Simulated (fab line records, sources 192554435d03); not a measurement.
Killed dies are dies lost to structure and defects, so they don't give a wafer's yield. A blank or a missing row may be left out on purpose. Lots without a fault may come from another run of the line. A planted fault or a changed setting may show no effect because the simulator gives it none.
A struck lot beside a sound one | flow n5_finfet | 16 steps out of a route of 1938
Sound: wafers L209.2, L209.4, L209.6. Struck: wafers L217.2, L217.4. (L217.6 of the same lot was not struck and is left out.) The cause comes at the end.
At each step with rows: each side's tool, then ch and its chambers, then its first start. Under that, the readings that differ: sound wafers | struck wafers | difference of the means | sigmas: that difference in standard deviations of wafers without a fault.
alike: readings whose means differ by less than 2 such deviations, and words and numbers that are the same on both sides. not compared: withheld readings, readings that some wafer has no value for, bounds like >300 that may hide the same value, and numbers for which the record gives no deviation and whose values overlap.
The two part at a step that has a row with sigmas, a row that says differs or no value, or rows on one side only. Numbers that don't overlap but have no deviation are shown without sigmas and don't part them. A reading that every wafer of one side lacks parts them only if that side has two wafers or more.

N5_SD_ACTIVATION_LSA_01: time 0.0008 s.
  sound on laser_anneal-01 ch 0, day 5 10:53; struck on laser_anneal-02 ch 0, day 7 16:53
  alike: wafer_temp_C_max
N5_SD_ACTIVATION_RS_MEAS_03: measures by four-point-probe.
  sound on film_metro-02, day 5 11:04; struck on film_metro-02, day 7 17:05
  alike: RS_SD_N, RS_SD_P
N5_SD_ACTIVATION_INSPECT_02: inspects for defects (darkfield).
  sound on defect_inspect-02, day 5 11:22; struck on defect_inspect-02, day 7 17:23
  alike: raw_defect_count
N5_ILD0_LINER_00: material SiNx, target thk 4 nm, pulse time 1 s, purge time 2 s.
  sound on ald_sin-03 ch 0,3, day 5 11:45; struck on ald_sin-01 ch 1,2, day 7 17:25
  alike: heater_power_w, precursor_pulse_height_rel, susceptor_temp_C
then, 2 steps without rows for these wafers: N5_ILD0_FCVD_FILL_01 (material SiO2 flowable, target thk 200 nm, time 328.3 s); N5_ILD0_CURE_02 (time 1800 s).
N5_ILD0_CMP_03: polishes, stops on SiNx, t overpolish 1.9 s, target thk 197.38 nm.
  sound on cmp-04 ch 0,3, day 5 14:07; struck on cmp-01 ch 1,2, day 7 19:52
  alike: motor_current_A, overpolish_run_s, platen_rpm, time_to_endpoint_s
N5_ILD0_THK_MEAS_04:
  sound on film_metro-02, day 5 14:25; struck on film_metro-02, day 7 20:05
  alike: thk_nm
N5_ILD0_CMP_07: polishes SiO2 flowable, stops on poly-Si, t overpolish 1.18 s, target thk 138.88 nm.
  sound on cmp-02 ch 0,1, day 5 14:26; struck on cmp-01 ch 1,2, day 7 20:11
  alike: motor_current_A, platen_rpm
N5_ILD0_THK_MEAS_08:
  sound on film_metro-02, day 5 14:44; struck on film_metro-02, day 7 20:24
  alike: thk_nm
then, 1 step without rows for these wafers: N5_ILD0_PRECLEAN_10 (cleans in NF3:NH3, afs cycles 5, time 20 s, sublimation time 60 s).
N5_ILD0_ALD_15: deposits SiNx, target thk 24 nm, pulse time 1 s, ald cycles 480.
  sound on ald_sin-02 ch 0,2,3, day 5 15:40; struck on ald_sin-02 ch 1,3, day 7 21:14
  reading                               | sound        | struck    | difference | sigmas
  ald_cycles                            | 480 480 480  | 688 688   | +208       |
  model.SiNx_of_ILD0_ALD_15.thk_nm (nm) | 24.2 24 23.8 | 34.4 34.4 | +10.4      |
  alike: heater_power_w, precursor_pulse_height_rel, susceptor_temp_C
N5_ILD0_CMP_12: polishes SiNx, stops on poly-Si, t overpolish 6 s, target thk 17.67 nm.
  sound on cmp-01 ch 0,2,3, day 5 17:55; struck on cmp-01 ch 0,3, day 7 23:31
  reading                | sound    | struck | difference | sigmas
  time_to_endpoint_s (s) | 34 31 28 | 40 38  | +8         | +2
  alike: motor_current_A, platen_rpm
N5_ILD0_THK_MEAS_13:
  sound on film_metro-01, day 5 18:10; struck on film_metro-02, day 7 23:43
  alike: thk_nm
-- the record jumps here: 5 days lie between the struck wafers' starts before and after (it left off in module ILD0 and takes up again in module BEOL_M4, whose first step shown is number 1111 of the route) --
N5_BEOL_M4_RC_MEAS_101:
  sound on prober-01 ch 0, day 10 09:43; struck on prober-01 ch 0, day 12 13:53
  reading        | sound             | struck      | difference | sigmas
  DIBL_N (mV/V)  | 35.2 36.8 35.2    | 39.6 37.9   | +3.0       | +2
  IOFF_N (nA/um) | 0.131 0.141 0.121 | 0.210 0.171 | +0.059     | +2
  SS_P (mV/dec)  | 72.4 72.8 72.2    | 75.0 73.8   | +1.9       | +3
  VT_N (mV)      | 252 254 256       | 248 246     | -7         | -2
  alike: DIBL_P, IOFF_P, ION_N, ION_P, SS_N, VT_P
then, 1 step without rows for these wafers: N5_PASSIVATION_PROBE_49.

WHERE THEY PART
First at N5_ILD0_CMP_12; last, within this record, at N5_BEOL_M4_RC_MEAS_101.

WHY: what the simulator had put in
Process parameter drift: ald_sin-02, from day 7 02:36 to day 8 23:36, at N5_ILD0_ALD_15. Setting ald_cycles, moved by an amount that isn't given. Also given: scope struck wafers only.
